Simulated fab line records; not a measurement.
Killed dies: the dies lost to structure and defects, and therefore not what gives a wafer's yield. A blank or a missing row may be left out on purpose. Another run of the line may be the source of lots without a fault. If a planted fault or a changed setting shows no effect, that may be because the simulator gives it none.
fab line records + flow n5_finfet + part 1 of 2: steps 1 to 28 of 34
record
- lots=5
- wafers=15
- last_day=17
route steps=1938 shown MIM_TOP@1837 MIM_TOP_LITHO@1839 MIM_TOP_ETCH@1851 MIM_BOT_LITHO@1854 MIM_BOT_ETCH@1866
lots untouched by any fault: they come from a run of this same line in which no faults occurred
start_h: hours from the record's opening day to when the first of the lot's shown wafers began + wait_h: how many hours have passed since the lot's step before this one + " same as the row above + L1.1+2: several wafers, shown together as one row + - value missing, or start not given + * or withheld: withheld + < > ~ a bound
route shown NAME@n: names a module that has steps shown in the file, with the first one's number in the route + usual: mean/standard deviation taken from wafers without a fault + same: alike in all rows + chamber/n: place in a boat + sites: each site's reading + _std_site: how widely they spread, as a standard deviation + _edge_site: the outer-site mean with the inner-site mean subtracted + radius_mm: for every site, how far away it sits from the centre of the wafer + mask NAME#n: copy n + behind: the tool/chamber that last shaped the wafer + hold: why the lot was held/for how many hours/how that ended + device: whichever transistor did not switch (one of n, p or np) + end of line: tests run on the same wafers once the route is complete + a step without rows: its recipe alone + killed: the dies lost at the first sort to structure and to defects; this is not the yield of the wafer + map: shows each die of a wafer: x if killed, . if not, _ if none is there
set.NAME: the setting the step ran with; set.NAME@STEP: the setting that earlier step ran with + model.NAME: the simulator's own value behind a step, which no gauge read
lots at some steps of the route; a table a step, a row a wafer
services: the hour from which a tool's chamber was out of use, counted from the record's first day as start_h (under 0 if before that day), plus the number of hours and why
## steps
# step N5_MIM_TOP_DEGAS_04
# recipe
- ambient=vacuum
- temp_c=300
- time_s=60
# usual
- heater_power_w=455/39
# same
- time_s=60
| lot.wafer | tool           | chamber | start_h | wait_h | heater_power_w |
|-----------|----------------|---------|---------|--------|----------------|
| L074.1    | pvd_sputter-02 | -       | 294.49  | -      | 510            |
| L074.2    | "              | -       | "       | "      | 416            |
| L074.4    | "              | -       | "       | "      | 441            |
| L078.1    | pvd_sputter-03 | -       | 311.51  | -      | 448            |
| L078.2    | "              | -       | "       | "      | 523            |
| L078.5    | "              | -       | "       | "      | 410            |
| L090.2    | pvd_sputter-03 | -       | 382.09  | -      | 527            |
| L090.5    | "              | -       | "       | "      | 516            |
| L090.6    | "              | -       | "       | "      | 483            |
| L094.2    | pvd_sputter-01 | -       | 394.49  | -      | 454            |
| L094.3    | "              | -       | "       | "      | 408            |
| L094.4    | "              | -       | "       | "      | 478            |
| L095.1    | pvd_sputter-02 | -       | 407.47  | -      | 531            |
| L095.2    | "              | -       | "       | "      | 434            |
| L095.4    | "              | -       | "       | "      | 404            |
# step N5_MIM_TOP_SPUTTER_03
# recipe
- material=TiN
- target_thk_a=350
- temp_c=200
- power_w=3000
- chamber_pressure_pa=0.49996
- gas=Ar
- reactive_partial_pa=0.37997
- time_s=89.7
# usual
- throttle_valve_pct=29.9/0.83
# same
- time_s=89.7
| lot.wafer | tool           | chamber | start_h | wait_h | throttle_valve_pct |
|-----------|----------------|---------|---------|--------|--------------------|
| L074.1    | pvd_sputter-02 | -       | 294.53  | 0.0    | 29.9               |
| L074.2    | "              | -       | "       | "      | 30.3               |
| L074.4    | "              | -       | "       | "      | 29.7               |
| L078.1    | pvd_sputter-03 | -       | 311.55  | 0.0    | 29.1               |
| L078.2    | "              | -       | "       | "      | 29.5               |
| L078.5    | "              | -       | "       | "      | 31.4               |
| L090.2    | pvd_sputter-03 | -       | 382.13  | 0.0    | 29.6               |
| L090.5    | "              | -       | "       | "      | 29.6               |
| L090.6    | "              | -       | "       | "      | 28.1               |
| L094.2    | pvd_sputter-01 | -       | 394.53  | 0.0    | 30.5               |
| L094.3    | "              | -       | "       | "      | 29.1               |
| L094.4    | "              | -       | "       | "      | 30.8               |
| L095.1    | pvd_sputter-02 | -       | 407.51  | 0.0    | 30.3               |
| L095.2    | "              | -       | "       | "      | 29.8               |
| L095.4    | "              | -       | "       | "      | 29.5               |
# step N5_MIM_TOP_LITHO_HMDS_01
# recipe
- time_s=60
- temp_c=120
# same
- time_s=60
| lot.wafer  | tool           | chamber | start_h | wait_h |
|------------|----------------|---------|---------|--------|
| L074.1+2+4 | litho_track-04 | 0       | 294.63  | 0.1    |
| L078.1+2+5 | litho_track-02 | 0       | 311.65  | 0.1    |
| L090.2+5+6 | litho_track-04 | 0       | 382.24  | 0.1    |
| L094.2+3+4 | litho_track-04 | 0       | 394.64  | 0.1    |
| L095.1+2+4 | litho_track-04 | 0       | 407.62  | 0.1    |
# step N5_MIM_TOP_LITHO_COAT_02
# recipe
- spin_rpm=*
- resist_thk_nm=*
# usual
- spin_speed_rpm=*
| lot.wafer | tool           | chamber | start_h | wait_h | spin_speed_rpm |
|-----------|----------------|---------|---------|--------|----------------|
| L074.1    | litho_track-04 | 0       | -       | -      | *              |
| L074.2    | "              | 0       | "       | "      | *              |
| L074.4    | "              | 0       | "       | "      | *              |
| L078.1    | litho_track-02 | 0       | -       | -      | *              |
| L078.2    | "              | 0       | "       | "      | *              |
| L078.5    | "              | 0       | "       | "      | *              |
| L090.2    | litho_track-04 | 0       | -       | -      | *              |
| L090.5    | "              | 0       | "       | "      | *              |
| L090.6    | "              | 0       | "       | "      | *              |
| L094.2    | litho_track-04 | 0       | -       | -      | *              |
| L094.3    | "              | 0       | "       | "      | *              |
| L094.4    | "              | 0       | "       | "      | *              |
| L095.1    | litho_track-04 | 0       | -       | -      | *              |
| L095.2    | "              | 0       | "       | "      | *              |
| L095.4    | "              | 0       | "       | "      | *              |
# step N5_MIM_TOP_LITHO_EBR_04
# recipe
- solvent=PGMEA
- ebr_width_mm=1.5
| lot.wafer  | tool           | chamber | start_h | wait_h |
|------------|----------------|---------|---------|--------|
| L074.1+2+4 | litho_track-04 | 0       | -       | -      |
| L078.1+2+5 | litho_track-02 | 0       | -       | -      |
| L090.2+5+6 | litho_track-04 | 0       | -       | -      |
| L094.2+3+4 | litho_track-04 | 0       | -       | -      |
| L095.1+2+4 | litho_track-04 | 0       | -       | -      |
# step N5_MIM_TOP_LITHO_SOFTBAKE_03
# recipe
- temp_c=100
- time_s=90
# same
- time_s=90
| lot.wafer  | tool           | chamber | start_h | wait_h |
|------------|----------------|---------|---------|--------|
| L074.1+2+4 | litho_track-04 | 0       | -       | -      |
| L078.1+2+5 | litho_track-02 | 0       | -       | -      |
| L090.2+5+6 | litho_track-04 | 0       | -       | -      |
| L094.2+3+4 | litho_track-04 | 0       | -       | -      |
| L095.1+2+4 | litho_track-04 | 0       | -       | -      |
# step N5_MIM_TOP_LITHO_EXPOSE_05
# recipe
- mask_id=MIM_TOP
- na=0.55
- source_shape=conventional
- sigma_outer=0.8
- polarization=unpolarized
- target_cd_nm=2000
- dose_mj=20.5
| lot.wafer  | tool           | chamber | start_h | wait_h | mask      |
|------------|----------------|---------|---------|--------|-----------|
| L074.1+2+4 | krf_scanner-02 | 0       | 294.74  | -      | MIM_TOP#0 |
| L078.1+2+5 | krf_scanner-01 | 0       | 311.76  | -      | MIM_TOP#0 |
| L090.2+5+6 | krf_scanner-01 | 0       | 382.48  | -      | MIM_TOP#0 |
| L094.2+3+4 | krf_scanner-02 | 0       | 394.75  | -      | MIM_TOP#0 |
| L095.1+2+4 | krf_scanner-02 | 0       | 407.72  | -      | MIM_TOP#0 |
# step N5_MIM_TOP_LITHO_PEB_06
# recipe
- peb_temp_c=withheld
- peb_time_s=*
| lot.wafer  | tool           | chamber | start_h | wait_h |
|------------|----------------|---------|---------|--------|
| L074.1+2+4 | litho_track-04 | 0       | 294.80  | 0.1    |
| L078.1+2+5 | litho_track-02 | 0       | 311.82  | 0.1    |
| L090.2+5+6 | litho_track-05 | 0       | 382.53  | 0.0    |
| L094.2+3+4 | litho_track-04 | 0       | 394.81  | 0.0    |
| L095.1+2+4 | litho_track-04 | 0       | 407.78  | 0.1    |
# step N5_MIM_TOP_LITHO_DEVELOP_07
# recipe
- develop_time_s=60
- rinse_liquid=diw
- dry=air_spin
- dev_temp_c=21
| lot.wafer  | tool           | chamber | start_h | wait_h |
|------------|----------------|---------|---------|--------|
| L074.1+2+4 | litho_track-04 | 0       | -       | -      |
| L078.1+2+5 | litho_track-02 | 0       | -       | -      |
| L090.2+5+6 | litho_track-05 | 0       | -       | -      |
| L094.2+3+4 | litho_track-04 | 0       | -       | -      |
| L095.1+2+4 | litho_track-04 | 0       | -       | -      |
# step N5_MIM_TOP_LITHO_HARDBAKE_09
# recipe
- temp_c=130
- time_s=120
# same
- time_s=120
| lot.wafer  | tool           | chamber | start_h | wait_h |
|------------|----------------|---------|---------|--------|
| L074.1+2+4 | litho_track-04 | 0       | -       | -      |
| L078.1+2+5 | litho_track-02 | 0       | -       | -      |
| L090.2+5+6 | litho_track-05 | 0       | -       | -      |
| L094.2+3+4 | litho_track-04 | 0       | -       | -      |
| L095.1+2+4 | litho_track-04 | 0       | -       | -      |
# step N5_MIM_TOP_LITHO_CD_MEAS_08
# recipe
- target_cd_nm=2000
- landing_energy_ev=500
- detector=se_inlens
# usual
- cd_nm=2000.2/2.1
| lot.wafer | tool      | chamber | start_h | wait_h | cd_nm  |
|-----------|-----------|---------|---------|--------|--------|
| L074.1    | cd_sem-03 | 0       | 294.92  | -      | 1999.2 |
| L074.2    | "         | 0       | "       | "      | 2001.1 |
| L074.4    | "         | 0       | "       | "      | 1998.8 |
| L078.1    | cd_sem-03 | 0       | 311.94  | -      | 2000.2 |
| L078.2    | "         | 0       | "       | "      | 1999.8 |
| L078.5    | "         | 0       | "       | "      | 2000.2 |
| L090.2    | cd_sem-03 | 0       | 382.65  | -      | 2001.6 |
| L090.5    | "         | 0       | "       | "      | 2003.7 |
| L090.6    | "         | 0       | "       | "      | 2003.1 |
| L094.2    | cd_sem-03 | 0       | 394.93  | -      | 2001.5 |
| L094.3    | "         | 0       | "       | "      | 2000.4 |
| L094.4    | "         | 0       | "       | "      | 1997.0 |
| L095.1    | cd_sem-03 | 0       | 407.90  | -      | 2003.3 |
| L095.2    | "         | 0       | "       | "      | 2002.0 |
| L095.4    | "         | 0       | "       | "      | 2001.3 |
# step N5_MIM_TOP_LITHO_OVL_MEAS_11
# recipe
- points_per_wafer=44
# usual
- MIM_TOP_OVL=3/5.6
| lot.wafer | tool       | chamber | start_h | wait_h | MIM_TOP_OVL[nm] |
|-----------|------------|---------|---------|--------|-----------------|
| L074.1    | overlay-02 | 0       | 294.95  | 0.0    | 0               |
| L074.2    | "          | 0       | "       | "      | -3              |
| L074.4    | "          | 0       | "       | "      | 1               |
| L078.1    | overlay-01 | 0       | 311.97  | 0.0    | 4               |
| L078.2    | "          | 0       | "       | "      | 1               |
| L078.5    | "          | 0       | "       | "      | 2               |
| L090.2    | overlay-02 | 0       | 382.68  | 0.0    | 6               |
| L090.5    | "          | 0       | "       | "      | 8               |
| L090.6    | "          | 0       | "       | "      | 7               |
| L094.2    | overlay-01 | 0       | 394.95  | 0.0    | -4              |
| L094.3    | "          | 0       | "       | "      | 3               |
| L094.4    | "          | 0       | "       | "      | -4              |
| L095.1    | overlay-01 | 0       | 407.93  | 0.0    | 8               |
| L095.2    | "          | 0       | "       | "      | 10              |
| L095.4    | "          | 0       | "       | "      | 16              |
# step N5_MIM_TOP_LITHO_INSPECT_12
# recipe
- mode=adi
- inspect_instrument=macro
# usual
- raw_defect_count=2.0/1.4
| lot.wafer | tool              | chamber | start_h | wait_h | raw_defect_count |
|-----------|-------------------|---------|---------|--------|------------------|
| L074.1    | defect_inspect-02 | -       | 294.97  | 0.0    | 3                |
| L074.2    | "                 | -       | "       | "      | 3                |
| L074.4    | "                 | -       | "       | "      | 2                |
| L078.1    | defect_inspect-01 | -       | 311.99  | 0.0    | 3                |
| L078.2    | "                 | -       | "       | "      | 3                |
| L078.5    | "                 | -       | "       | "      | 1                |
| L090.2    | defect_inspect-01 | -       | 382.70  | 0.0    | 2                |
| L090.5    | "                 | -       | "       | "      | 4                |
| L090.6    | "                 | -       | "       | "      | 2                |
| L094.2    | defect_inspect-02 | -       | 394.98  | 0.0    | 6                |
| L094.3    | "                 | -       | "       | "      | 1                |
| L094.4    | "                 | -       | "       | "      | 1                |
| L095.1    | defect_inspect-01 | -       | 407.95  | 0.0    | 2                |
| L095.2    | "                 | -       | "       | "      | 1                |
| L095.4    | "                 | -       | "       | "      | 1                |
# step N5_MIM_TOP_LITHO_DESCUM_10
# recipe
- chemistry=O2
- time_s=7.9
- source_power_w=50
- bias_power_w=20
- pressure_mtorr=20
- rf_frequency_hz=2.712e+07
- temp_c=40
- o2_flow_sccm=225
# usual
- drypump_motor_current_A=5.7/0.41
- oes_product_au=0.83/0.076
- rf_vpp_V=243.3/1.5
- showerhead_plenum_p_Torr=2.11/0.084
- temp_c=40.00/0.12
- throttle_valve_pct=20.41/0.21
# same
- time_s=7.9
| lot.wafer | tool        | chamber | start_h | wait_h | drypump_motor_current_A | oes_product_au | rf_hours_counter_h | rf_vpp_V | showerhead_plenum_p_Torr | temp_c | throttle_valve_pct |
|-----------|-------------|---------|---------|--------|-------------------------|----------------|--------------------|----------|--------------------------|--------|--------------------|
| L074.1    | rie_diel-06 | 0       | 295.01  | 0.0    | 6.5                     | 0.74           | 169                | 240.8    | 2.01                     | 39.86  | 20.57              |
| L074.2    | "           | 1       | "       | "      | 5.4                     | 0.86           | 53                 | 241.4    | 2.02                     | 40.07  | 19.92              |
| L074.4    | "           | 2       | "       | "      | 5.3                     | 0.89           | 34                 | 246.0    | 2.14                     | 39.83  | 20.32              |
| L078.1    | rie_diel-03 | 2       | 312.09  | 0.1    | 5.7                     | 0.86           | 58                 | 245.8    | 2.21                     | 39.83  | 20.43              |
| L078.2    | "           | 1       | "       | "      | 5.6                     | 0.91           | 32                 | 242.9    | 2.13                     | 40.02  | 20.42              |
| L078.5    | "           | 1       | "       | "      | 5.7                     | 0.93           | -                  | 242.8    | 2.13                     | 40.00  | 20.41              |
| L090.2    | rie_diel-03 | 2       | 382.92  | 0.2    | 5.7                     | 0.82           | 87                 | 244.6    | 2.20                     | 39.91  | 20.47              |
| L090.5    | "           | 1       | "       | "      | 5.6                     | 0.89           | -                  | 244.1    | 2.12                     | 39.94  | 20.44              |
| L090.6    | "           | 2       | "       | "      | 5.8                     | 0.81           | -                  | 244.3    | 2.20                     | 39.99  | 20.47              |
| L094.2    | rie_diel-03 | 3       | 395.16  | 0.2    | 6.6                     | 0.73           | 153                | 244.2    | 2.17                     | 40.03  | 20.32              |
| L094.3    | "           | 2       | "       | "      | 5.7                     | 0.79           | 91                 | 244.4    | 2.19                     | 39.98  | 20.48              |
| L094.4    | "           | 0       | "       | "      | 5.4                     | 0.96           | 3                  | 243.7    | 2.26                     | 39.89  | 20.34              |
| L095.1    | rie_diel-01 | 1       | 407.99  | 0.0    | 5.3                     | 0.87           | 47                 | 245.8    | 2.24                     | 40.07  | 20.82              |
| L095.2    | "           | 0       | "       | "      | 5.5                     | 0.97           | 6                  | 242.4    | 2.13                     | 39.90  | 20.08              |
| L095.4    | "           | 3       | "       | "      | 5.5                     | 0.89           | 20                 | 243.1    | 2.06                     | 39.88  | 20.24              |
# step N5_MIM_TOP_ETCH_ETCH_00
# recipe
- chemistry=Cl2/BCl3
- target=TiN
- target_depth_a=385
- ion_energy_ev=150
- pressure_mtorr=10
- icp_w=1000
- bias_w=126
- Cl2_flow_sccm=53.25
- bcl3_flow_sccm=21.75
- Ar_flow_sccm=25
# usual
- bcl3_flow_sccm=21.75/0.067
- drypump_motor_current_A=5.66/0.24
- oes_product_au=0.84/0.083
- throttle_valve_pct=22.78/0.26
| lot.wafer | tool         | chamber | start_h | wait_h | bcl3_flow_sccm | drypump_motor_current_A | oes_product_au | rf_hours_counter_h | throttle_valve_pct |
|-----------|--------------|---------|---------|--------|----------------|-------------------------|----------------|--------------------|--------------------|
| L074.1    | rie_metal-02 | 0       | 295.09  | 0.1    | 21.90          | 5.75                    | 0.92           | 7                  | 22.97              |
| L074.2    | "            | 0       | "       | "      | 21.91          | 5.77                    | 0.93           | -                  | 22.97              |
| L074.4    | "            | 0       | "       | "      | 21.79          | 5.78                    | 0.93           | -                  | 22.96              |
| L078.1    | rie_metal-01 | 1       | 312.18  | 0.1    | 21.78          | 5.37                    | 0.67           | 84                 | 23.15              |
| L078.2    | "            | 0       | "       | "      | 21.92          | 5.60                    | 0.84           | 25                 | 22.57              |
| L078.5    | "            | 0       | "       | "      | 21.85          | 5.59                    | 0.84           | -                  | 22.56              |
| L090.2    | rie_metal-02 | 1       | 383.01  | 0.1    | 21.67          | 5.91                    | 0.91           | 8                  | 22.87              |
| L090.5    | "            | 0       | "       | "      | 21.73          | 5.77                    | 0.87           | -                  | 23.00              |
| L090.6    | "            | 1       | "       | "      | 21.69          | 5.91                    | 0.91           | -                  | 22.88              |
| L094.2    | rie_metal-02 | 1       | 395.25  | 0.1    | 21.84          | 5.94                    | 0.90           | 9                  | 22.88              |
| L094.3    | "            | 1       | "       | "      | 21.81          | 5.89                    | 0.90           | -                  | 22.88              |
| L094.4    | "            | 0       | "       | "      | 21.76          | 5.79                    | 0.87           | -                  | 22.99              |
| L095.1    | rie_metal-02 | 1       | 408.08  | 0.1    | 21.83          | 5.90                    | 0.89           | 10                 | 22.87              |
| L095.2    | "            | 0       | "       | "      | 21.71          | 5.77                    | 0.87           | 19                 | 23.00              |
| L095.4    | "            | 0       | "       | "      | 21.74          | 5.77                    | 0.87           | -                  | 22.97              |
# step N5_MIM_TOP_ETCH_STRIP_01
# recipe
- chemistry=O2
- power_w=600
- temp_c=60
- pressure_mtorr=30
- rf_frequency_hz=6e+07
- bias_power_w=0
- overash_fraction=0.5
- o2_flow_sccm=225
# usual
- drypump_motor_current_A=5.6/0.48
- oes_product_au=0.82/0.082
- rf_vpp_V=3.7/1.3
- showerhead_plenum_p_Torr=2.11/0.086
- temp_c=60.00/0.12
- throttle_valve_pct=16.74/0.23
| lot.wafer | tool        | chamber | start_h | wait_h | drypump_motor_current_A | oes_product_au | rf_hours_counter_h | rf_vpp_V | showerhead_plenum_p_Torr | temp_c | throttle_valve_pct |
|-----------|-------------|---------|---------|--------|-------------------------|----------------|--------------------|----------|--------------------------|--------|--------------------|
| L074.1    | rie_diel-05 | 1       | 295.35  | 0.2    | 6.3                     | 0.68           | 223                | 5.3      | 2.08                     | 59.98  | 17.09              |
| L074.2    | "           | 0       | "       | "      | 5.5                     | 0.99           | 1                  | 2.7      | 2.23                     | 59.86  | 16.39              |
| L074.4    | "           | 3       | "       | "      | 6.0                     | 0.82           | 79                 | 4.4      | 2.21                     | 60.02  | 16.56              |
| L078.1    | rie_diel-02 | 0       | 312.32  | 0.1    | 5.7                     | 0.68           | 233                | 3.9      | 2.08                     | 60.02  | 17.06              |
| L078.2    | "           | 2       | "       | "      | 5.8                     | 0.83           | 74                 | 3.9      | 2.21                     | 59.78  | 16.64              |
| L078.5    | "           | 3       | "       | "      | 5.7                     | 0.86           | -                  | 3.3      | 2.04                     | 60.01  | 16.66              |
| L090.2    | rie_diel-02 | 1       | 383.15  | 0.1    | 5.1                     | 0.85           | 78                 | 4.0      | 2.03                     | 59.99  | 16.77              |
| L090.5    | "           | 3       | "       | "      | 5.7                     | 0.82           | -                  | 5.6      | 2.03                     | 60.29  | 16.74              |
| L090.6    | "           | 2       | "       | "      | 5.8                     | 0.79           | -                  | 2.0      | 2.21                     | 59.88  | 16.65              |
| L094.2    | rie_diel-04 | 1       | 395.39  | 0.1    | 5.2                     | 0.93           | 35                 | 6.2      | 2.03                     | 60.24  | 16.46              |
| L094.3    | "           | 2       | "       | "      | 6.2                     | 0.79           | 105                | 5.2      | 2.18                     | 59.97  | 16.89              |
| L094.4    | "           | 3       | "       | "      | 6.2                     | 0.74           | 184                | 4.5      | 2.02                     | 60.09  | 17.10              |
| L095.1    | rie_diel-02 | 1       | 408.22  | 0.1    | 5.1                     | 0.81           | 85                 | 1.9      | 2.02                     | 60.08  | 16.75              |
| L095.2    | "           | 2       | "       | "      | 5.8                     | 0.78           | 98                 | 3.6      | 2.20                     | 59.93  | 16.64              |
| L095.4    | "           | 0       | "       | "      | 5.7                     | 0.95           | 5                  | 6.1      | 2.07                     | 60.01  | 16.67              |
# step N5_MIM_TOP_ETCH_PECVD_03
# recipe
- material=SiNx
- target_thk_a=200
- temp_c=400
- precursor=SiH4/NH3/N2
- pressure_torr=1.5
- rf_w=300
- time_s=17.6
# usual
- heater_power_w=801/95
- showerhead_plenum_p_Torr=5.15/0.08
- throttle_valve_pct=40.4/1.8
# same
- time_s=17.6
| lot.wafer | tool     | chamber | start_h | wait_h | heater_power_w | showerhead_plenum_p_Torr | throttle_valve_pct |
|-----------|----------|---------|---------|--------|----------------|--------------------------|--------------------|
| L074.1    | pecvd-02 | 0       | 295.42  | -      | 855            | 5.23                     | 39.9               |
| L074.2    | "        | 2       | "       | "      | 776            | 5.17                     | 37.8               |
| L074.4    | "        | 2       | "       | "      | 809            | 5.16                     | 37.7               |
| L078.1    | pecvd-04 | 1       | 312.38  | -      | 807            | 5.10                     | 40.0               |
| L078.2    | "        | 2       | "       | "      | 773            | 5.07                     | 37.4               |
| L078.5    | "        | 0       | "       | "      | 858            | 5.23                     | 40.2               |
| L090.2    | pecvd-03 | 0       | 383.21  | -      | 998            | 5.22                     | 42.6               |
| L090.5    | "        | 1       | "       | "      | 871            | 4.99                     | 41.7               |
| L090.6    | "        | 0       | "       | "      | 979            | 5.23                     | 42.9               |
| L094.2    | pecvd-03 | 1       | 395.45  | -      | 925            | 4.99                     | 41.9               |
| L094.3    | "        | 2       | "       | "      | 666            | 5.20                     | 39.0               |
| L094.4    | "        | 1       | "       | "      | 950            | 4.98                     | 41.9               |
| L095.1    | pecvd-03 | 1       | 408.28  | -      | 904            | 4.98                     | 41.7               |
| L095.2    | "        | 2       | "       | "      | 708            | 5.18                     | 39.4               |
| L095.4    | "        | 1       | "       | "      | 885            | 4.99                     | 41.8               |
# step N5_MIM_BOT_LITHO_HMDS_01
# recipe
- time_s=60
- temp_c=120
# same
- time_s=60
| lot.wafer  | tool           | chamber | start_h | wait_h |
|------------|----------------|---------|---------|--------|
| L074.1+2+4 | litho_track-01 | 0       | 295.49  | 0.0    |
| L078.1+2+5 | litho_track-04 | 0       | 312.45  | 0.0    |
| L090.2+5+6 | litho_track-03 | 0       | 383.31  | 0.1    |
| L094.2+3+4 | litho_track-01 | 0       | 395.53  | 0.0    |
| L095.1+2+4 | litho_track-03 | 0       | 408.35  | 0.0    |
# step N5_MIM_BOT_LITHO_COAT_02
# recipe
- spin_rpm=*
- resist_thk_nm=*
# usual
- spin_speed_rpm=*
| lot.wafer | tool           | chamber | start_h | wait_h | spin_speed_rpm |
|-----------|----------------|---------|---------|--------|----------------|
| L074.1    | litho_track-01 | 0       | -       | -      | *              |
| L074.2    | "              | 0       | "       | "      | *              |
| L074.4    | "              | 0       | "       | "      | *              |
| L078.1    | litho_track-04 | 0       | -       | -      | *              |
| L078.2    | "              | 0       | "       | "      | *              |
| L078.5    | "              | 0       | "       | "      | *              |
| L090.2    | litho_track-03 | 0       | -       | -      | *              |
| L090.5    | "              | 0       | "       | "      | *              |
| L090.6    | "              | 0       | "       | "      | *              |
| L094.2    | litho_track-01 | 0       | -       | -      | *              |
| L094.3    | "              | 0       | "       | "      | *              |
| L094.4    | "              | 0       | "       | "      | *              |
| L095.1    | litho_track-03 | 0       | -       | -      | *              |
| L095.2    | "              | 0       | "       | "      | *              |
| L095.4    | "              | 0       | "       | "      | *              |
# step N5_MIM_BOT_LITHO_EBR_04
# recipe
- solvent=PGMEA
- ebr_width_mm=1.5
| lot.wafer  | tool           | chamber | start_h | wait_h |
|------------|----------------|---------|---------|--------|
| L074.1+2+4 | litho_track-01 | 0       | -       | -      |
| L078.1+2+5 | litho_track-04 | 0       | -       | -      |
| L090.2+5+6 | litho_track-03 | 0       | -       | -      |
| L094.2+3+4 | litho_track-01 | 0       | -       | -      |
| L095.1+2+4 | litho_track-03 | 0       | -       | -      |
# step N5_MIM_BOT_LITHO_SOFTBAKE_03
# recipe
- temp_c=100
- time_s=90
# same
- time_s=90
| lot.wafer  | tool           | chamber | start_h | wait_h |
|------------|----------------|---------|---------|--------|
| L074.1+2+4 | litho_track-01 | 0       | -       | -      |
| L078.1+2+5 | litho_track-04 | 0       | -       | -      |
| L090.2+5+6 | litho_track-03 | 0       | -       | -      |
| L094.2+3+4 | litho_track-01 | 0       | -       | -      |
| L095.1+2+4 | litho_track-03 | 0       | -       | -      |
# step N5_MIM_BOT_LITHO_EXPOSE_05
# recipe
- mask_id=MIM_BOT
- na=0.55
- source_shape=conventional
- sigma_outer=0.8
- polarization=unpolarized
- dose_mj=24.25
| lot.wafer  | tool           | chamber | start_h | wait_h | mask      |
|------------|----------------|---------|---------|--------|-----------|
| L074.1+2+4 | krf_scanner-01 | 0       | 295.60  | -      | MIM_BOT#0 |
| L078.1+2+5 | krf_scanner-02 | 0       | 312.69  | -      | MIM_BOT#0 |
| L090.2+5+6 | krf_scanner-02 | 0       | 383.54  | -      | MIM_BOT#0 |
| L094.2+3+4 | krf_scanner-02 | 0       | 395.64  | -      | MIM_BOT#0 |
| L095.1+2+4 | krf_scanner-01 | 0       | 408.58  | -      | MIM_BOT#0 |
# step N5_MIM_BOT_LITHO_PEB_06
# recipe
- peb_temp_c=withheld
- peb_time_s=*
| lot.wafer  | tool           | chamber | start_h | wait_h |
|------------|----------------|---------|---------|--------|
| L074.1+2+4 | litho_track-01 | 0       | 295.65  | 0.1    |
| L078.1+2+5 | litho_track-04 | 0       | 312.74  | 0.1    |
| L090.2+5+6 | litho_track-01 | 0       | 383.60  | 0.0    |
| L094.2+3+4 | litho_track-03 | 0       | 395.69  | 0.0    |
| L095.1+2+4 | litho_track-03 | 0       | 408.64  | 0.1    |
# step N5_MIM_BOT_LITHO_DEVELOP_07
# recipe
- develop_time_s=60
- rinse_liquid=diw
- dry=air_spin
- dev_temp_c=21
| lot.wafer  | tool           | chamber | start_h | wait_h |
|------------|----------------|---------|---------|--------|
| L074.1+2+4 | litho_track-01 | 0       | -       | -      |
| L078.1+2+5 | litho_track-04 | 0       | -       | -      |
| L090.2+5+6 | litho_track-01 | 0       | -       | -      |
| L094.2+3+4 | litho_track-03 | 0       | -       | -      |
| L095.1+2+4 | litho_track-03 | 0       | -       | -      |
# step N5_MIM_BOT_LITHO_HARDBAKE_09
# recipe
- temp_c=130
- time_s=120
# same
- time_s=120
| lot.wafer  | tool           | chamber | start_h | wait_h |
|------------|----------------|---------|---------|--------|
| L074.1+2+4 | litho_track-01 | 0       | -       | -      |
| L078.1+2+5 | litho_track-04 | 0       | -       | -      |
| L090.2+5+6 | litho_track-01 | 0       | -       | -      |
| L094.2+3+4 | litho_track-03 | 0       | -       | -      |
| L095.1+2+4 | litho_track-03 | 0       | -       | -      |
# step N5_MIM_BOT_LITHO_CD_MEAS_08
# recipe
- target_cd_nm=3000
- landing_energy_ev=500
- detector=se_inlens
- polarity=opening
# usual
- cd_nm=3000.2/1.7
| lot.wafer | tool      | chamber | start_h | wait_h | cd_nm  |
|-----------|-----------|---------|---------|--------|--------|
| L074.1    | cd_sem-02 | 0       | 295.77  | -      | 2997.5 |
| L074.2    | "         | 0       | "       | "      | 2999.2 |
| L074.4    | "         | 0       | "       | "      | 3000.6 |
| L078.1    | cd_sem-02 | 0       | 312.86  | -      | 3000.7 |
| L078.2    | "         | 0       | "       | "      | 2999.9 |
| L078.5    | "         | 0       | "       | "      | 3000.6 |
| L090.2    | cd_sem-02 | 0       | 383.72  | -      | 2999.9 |
| L090.5    | "         | 0       | "       | "      | 3001.0 |
| L090.6    | "         | 0       | "       | "      | 3000.1 |
| L094.2    | cd_sem-01 | 0       | 395.81  | -      | 2999.4 |
| L094.3    | "         | 0       | "       | "      | 2999.5 |
| L094.4    | "         | 0       | "       | "      | 2998.3 |
| L095.1    | cd_sem-01 | 0       | 408.76  | -      | 3000.8 |
| L095.2    | "         | 0       | "       | "      | 3002.5 |
| L095.4    | "         | 0       | "       | "      | 3002.0 |
# step N5_MIM_BOT_LITHO_OVL_MEAS_11
# recipe
- points_per_wafer=44
# usual
- MIM_BOT_OVL=-4/5
| lot.wafer | tool       | chamber | start_h | wait_h | MIM_BOT_OVL[nm] |
|-----------|------------|---------|---------|--------|-----------------|
| L074.1    | overlay-02 | 0       | 295.80  | 0.0    | 3               |
| L074.2    | "          | 0       | "       | "      | 6               |
| L074.4    | "          | 0       | "       | "      | 4               |
| L078.1    | overlay-02 | 0       | 312.89  | 0.0    | -14             |
| L078.2    | "          | 0       | "       | "      | -11             |
| L078.5    | "          | 0       | "       | "      | -15             |
| L090.2    | overlay-01 | 0       | 383.75  | 0.0    | -4              |
| L090.5    | "          | 0       | "       | "      | -10             |
| L090.6    | "          | 0       | "       | "      | -7              |
| L094.2    | overlay-02 | 0       | 395.84  | 0.0    | -10             |
| L094.3    | "          | 0       | "       | "      | -6              |
| L094.4    | "          | 0       | "       | "      | -9              |
| L095.1    | overlay-01 | 0       | 408.79  | 0.0    | -4              |
| L095.2    | "          | 0       | "       | "      | -5              |
| L095.4    | "          | 0       | "       | "      | -10             |
# step N5_MIM_BOT_LITHO_INSPECT_12
# recipe
- mode=adi
- inspect_instrument=macro
# usual
- raw_defect_count=2.0/1.4
| lot.wafer | tool              | chamber | start_h | wait_h | raw_defect_count |
|-----------|-------------------|---------|---------|--------|------------------|
| L074.1    | defect_inspect-01 | -       | 295.83  | 0.0    | 2                |
| L074.2    | "                 | -       | "       | "      | 0                |
| L074.4    | "                 | -       | "       | "      | 2                |
| L078.1    | defect_inspect-02 | -       | 312.92  | 0.0    | 4                |
| L078.2    | "                 | -       | "       | "      | 1                |
| L078.5    | "                 | -       | "       | "      | 0                |
| L090.2    | defect_inspect-02 | -       | 383.77  | 0.0    | 1                |
| L090.5    | "                 | -       | "       | "      | 4                |
| L090.6    | "                 | -       | "       | "      | 2                |
| L094.2    | defect_inspect-01 | -       | 395.86  | 0.0    | 3                |
| L094.3    | "                 | -       | "       | "      | 3                |
| L094.4    | "                 | -       | "       | "      | 1                |
| L095.1    | defect_inspect-01 | -       | 408.81  | 0.0    | 0                |
| L095.2    | "                 | -       | "       | "      | 3                |
| L095.4    | "                 | -       | "       | "      | 4                |
